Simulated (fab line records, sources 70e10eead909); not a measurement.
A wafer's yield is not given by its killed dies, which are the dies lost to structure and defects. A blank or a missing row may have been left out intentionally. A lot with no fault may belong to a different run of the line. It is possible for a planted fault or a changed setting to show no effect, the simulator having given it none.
Tool commonality check	flow nandHarc	Sampled: 11 lots, 33 wafers

== WHY THIS WAS OPENED ==
At NHARC_P_STI_CD_MEAS_09 the reading cdNm is flagged on 1 of 11 lots. No-fault wafers: 197.3 nm, standard deviation 1.9.
Rule: a lot is flagged when every wafer of it that has a number lies more than 4 standard deviations from that mean, or none has a number. All remaining lots are regarded as sound.

lot	measured	on	cdNm (nm), wafer by wafer	flag
L313	day 3 08:12	cdSem-03	199.7 197.9 197.7	
L316	day 4 14:45	cdSem-01	197.5 197.4 198.1	
L318	day 5 15:57	cdSem-02	194.5 193.9 195.1	
L319	day 5 20:55	cdSem-02	198.9 199.2 198.0	
L320	day 6 03:43	cdSem-03	199.8 199.9 196.1	
L322	day 6 22:25	cdSem-03	200.6 197.7 198.1	
L326	day 8 16:10	cdSem-01	212.5 213.7 212.7	FLAGGED
L327	day 9 02:18	cdSem-02	199.2 197.7 195.9	
L328	day 9 09:50	cdSem-01	199.0 196.8 192.7	
L332	day 11 07:58	cdSem-02	196.0 196.5 197.0	
L335	day 12 05:07	cdSem-01	196.7 197.2 197.4	
The numbers of the flagged lots are 213.0 nm on average: +15.7 nm against the usual, or +8 standard deviations.

== WHICH TOOL RAN EACH LOT ==
The record holds 1 process step before the reading, out of a route of 1302 steps. In each cell: the tool, then ch and the chambers that the sampled wafers went through, then the start.
lot	flag	NHARC_P_STI_EXPOSE_06
L313		krfScanner-01 ch 0, day 3 08:03
L316		krfScanner-02 ch 0, day 4 14:36
L318		krfScanner-01 ch 0, day 5 15:48
L319		krfScanner-03 ch 0, day 5 20:46
L320		krfScanner-02 ch 0, day 6 03:33
L322		krfScanner-02 ch 0, day 6 22:17
L326	FLAGGED	krfScanner-02 ch 0, day 8 16:01
L327		krfScanner-02 ch 0, day 9 02:09
L328		krfScanner-02 ch 0, day 9 09:41
L332		krfScanner-03 ch 0, day 11 07:49
L335		krfScanner-01 ch 0, day 12 04:58
What is done by these steps:
- NHARC_P_STI_EXPOSE_06: exposes mask P STI, target cd 200 nm.
- NHARC_P_STI_CD_MEAS_09: target cd 200 nm.

== FLAGGED AGAINST TOTAL, ONE TOOL AT A TIME (gauges that did the reading follow at the end) ==
step	tool	lots run	flagged	share of the flagged lots	sound lots run after its first flagged lot
NHARC_P_STI_EXPOSE_06	krfScanner-01	3	0	none	-
NHARC_P_STI_EXPOSE_06	krfScanner-02	6	1	all	2 (L327,L328)
NHARC_P_STI_EXPOSE_06	krfScanner-03	2	0	none	-
NHARC_P_STI_CD_MEAS_09	cdSem-01	4	1	all	2 (L328,L335)
NHARC_P_STI_CD_MEAS_09	cdSem-02	4	0	none	-
NHARC_P_STI_CD_MEAS_09	cdSem-03	3	0	none	-

== WHAT IS ALLOWED BY THE TABLE ==
Rows of the table that ran all the flagged lots, 2 in number: krfScanner-02 at NHARC_P_STI_EXPOSE_06; cdSem-01 at NHARC_P_STI_CD_MEAS_09.
- krfScanner-02 at NHARC_P_STI_EXPOSE_06: 1 of its 6 lots flagged. Sound lots ran on it after the first flagged one (L327, L328), which a lasting fault on the whole tool wouldn't allow.
- cdSem-01 at NHARC_P_STI_CD_MEAS_09: 1 of its 4 lots flagged. Sound lots ran on it after the first flagged one (L328, L335), which a lasting fault on the whole tool wouldn't allow.
There is no row in the table that ran each flagged lot and no sound lot after the first.

== WHAT THE SIMULATOR PUT IN ==
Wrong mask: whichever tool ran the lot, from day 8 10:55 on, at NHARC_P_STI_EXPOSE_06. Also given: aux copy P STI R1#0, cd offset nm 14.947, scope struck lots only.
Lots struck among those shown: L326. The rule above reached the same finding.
